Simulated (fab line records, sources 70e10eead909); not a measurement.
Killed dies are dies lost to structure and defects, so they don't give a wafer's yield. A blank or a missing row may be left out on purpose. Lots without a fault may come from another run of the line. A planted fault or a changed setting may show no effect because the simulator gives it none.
Chamber matching | flow nand_harc | NHARC_A_CHANNEL_FILL_D2_ALD_16 on ald_hk-02: 4 sister chambers
The step deposits SiO2, target thk 1.5 nm, pulse time 10 s, ald cycles 15. 4 wafers are shown with their chamber, then 12 later ones without.

WAFERS WITH THEIR CHAMBER
wafer  | chamber | heater_power_w (W)
L087.6 | 3       | 489
L088.1 | 1       | 476
L088.3 | 2       | 381
L088.4 | 0       | 442

WAFERS WITHOUT THEIR CHAMBER
wafer  | heater_power_w (W)
L090.1 | 497
L090.3 | 468
L090.5 | 481
L092.1 | 388
L092.2 | 445
L092.4 | 500
L095.1 | 468
L095.2 | 491
L095.5 | 437
L093.1 | 494
L093.5 | 383
L093.6 | 469

WHICH CHAMBER EACH WENT THROUGH
wafer  | from the rows above     | in truth
L090.1 | 3                       | 3
L090.3 | 1                       | 1
L090.5 | can't be placed: 1 or 3 | 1
L092.1 | 2                       | 2
L092.2 | 0                       | 0
L092.4 | 3                       | 3
L095.1 | 1                       | 1
L095.2 | 3                       | 3
L095.5 | 0                       | 0
L093.1 | 3                       | 3
L093.5 | 2                       | 2
L093.6 | 1                       | 1
Placed correctly: 11 of 12. Can't be placed from these rows: 1 (the true chamber is among the candidates in 1). Placed wrongly: 0.
How it was worked out, from the rows above alone: a wafer's distance from a chamber is the root of the sum, over the readings, of the square of ((its reading less the chamber's mean) divided by the reading's scatter). The wafer belongs to the nearest chamber; if the next one is less than 2 further off, it can't be placed. A chamber's mean is the mean of its shown wafers. The scatter: with one shown wafer a chamber, the root of the mean of the squares of how far each hidden wafer lies from its nearest shown one.
